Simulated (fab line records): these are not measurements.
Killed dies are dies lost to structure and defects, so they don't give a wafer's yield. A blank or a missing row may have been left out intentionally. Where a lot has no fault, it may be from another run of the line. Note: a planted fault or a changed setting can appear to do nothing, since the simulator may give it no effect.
Split-lot study ; flow n5-finfet ; route with 1938 steps; 7 lots, 21 wafers read

THE SPLIT ITSELF
At N5_BEOL_M14_TRENCH_ETCH_34 (etches SiO2 in C4F8/O2/Ar, target depth 556.65 nm, time 126.9 s), the setting bias-w was moved away from the recipe's 2040 W on 3 of the 21 wafers read, by -6.0% to +17.6%. All remaining wafers had this setting at the recipe value.

The reading is taken at the split's own step.

THE READING
rf-vpp-V, in V, at N5_BEOL_M14_TRENCH_ETCH_34 (etches SiO2 in C4F8/O2/Ar, target depth 556.65 nm, time 126.9 s). A value of 2203 V with a standard deviation of 30 V is what fault-free wafers of this fab line usually give.

wafer;tool, chamber at the split;bias-w as run, W;against the recipe;rf-vpp-V, V;against lot-mates on the recipe
L075.1;rie-diel-05, 0;2040;recipe;2221;-
L075.3;rie-diel-05, 1;2040;recipe;2187;-
L075.4;rie-diel-05, 2;2040;recipe;2213;-
L079.1;rie-diel-06, 3;2040;recipe;2215;-
L079.3;rie-diel-06, 2;2040;recipe;2166;-
L079.5;rie-diel-06, 1;2040;recipe;2269;-
L081.2;rie-diel-04, 1;2292;+12.4%;2405;+187
L081.4;rie-diel-04, 3;2040;recipe;2218;-
L081.6;rie-diel-04, 1;2040;recipe;2218;-
L083.1;rie-diel-06, 3;2040;recipe;2213;-
L083.4;rie-diel-06, 0;2040;recipe;2148;-
L083.5;rie-diel-06, 0;2040;recipe;2147;-
L087.1;rie-diel-05, 3;2400;+17.6%;2449;+250
L087.2;rie-diel-05, 2;2040;recipe;2212;-
L087.3;rie-diel-05, 1;2040;recipe;2185;-
L085.1;rie-diel-04, 0;2040;recipe;2215;-
L085.2;rie-diel-04, 3;2040;recipe;2217;-
L085.6;rie-diel-04, 3;2040;recipe;2216;-
L097.1;rie-diel-05, 1;2040;recipe;2186;-
L097.3;rie-diel-05, 2;2040;recipe;2211;-
L097.5;rie-diel-05, 3;1917;-6.0%;2095;-104

FIT RESULTS
A straight line over all 21 wafers: rf-vpp-V changes by +15 V for each +1% of bias-w; r = +0.93; the points scatter about the line by 29 V.
The same after taking each lot's own level away (the mean of its wafers on the recipe; 21 wafers): +14.7 V for each +1%; r = +0.96; scatter 23 V.
On that fit, the largest move of bias-w shifts the reading by 2.6e+02 V.
The span of the lots' own levels, 2169.3 to 2218.0 V, comes to 1.6 times the standard deviation stated above.
The two slopes agree, so the slope changes little with the lot-to-lot level.
Check: with one of the wafers moved furthest among these (+17.6%) left out of the fit, the line predicts +274 V for it against its lot-mates. Against them it came out at +250 V.
Tool readings at the split's step, against how far the setting was moved: rf-vpp-V r = +0.93.

ADDITIONAL SPLITS CARRIED BY THESE WAFERS
Other splits were also applied to these wafers ahead of the reading. Each is held against what the fit with the lots' levels taken away leaves over:
other split on the same wafers;wafers away from the commonest value;r with rf-vpp-V (lot level and that fit taken away)
N5_BEOL_M11_COAT_59 spin-rpm;4;-0.11
N5_BEOL_M13_COAT_22 spin-rpm;6;-0.20
N5_BEOL_M14_PEB_26 peb-temp-c;3;+0.16

THE FILE'S OWN FIT
rf-vpp-V changes by +14.7 V for each +1% of bias-w, r = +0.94.
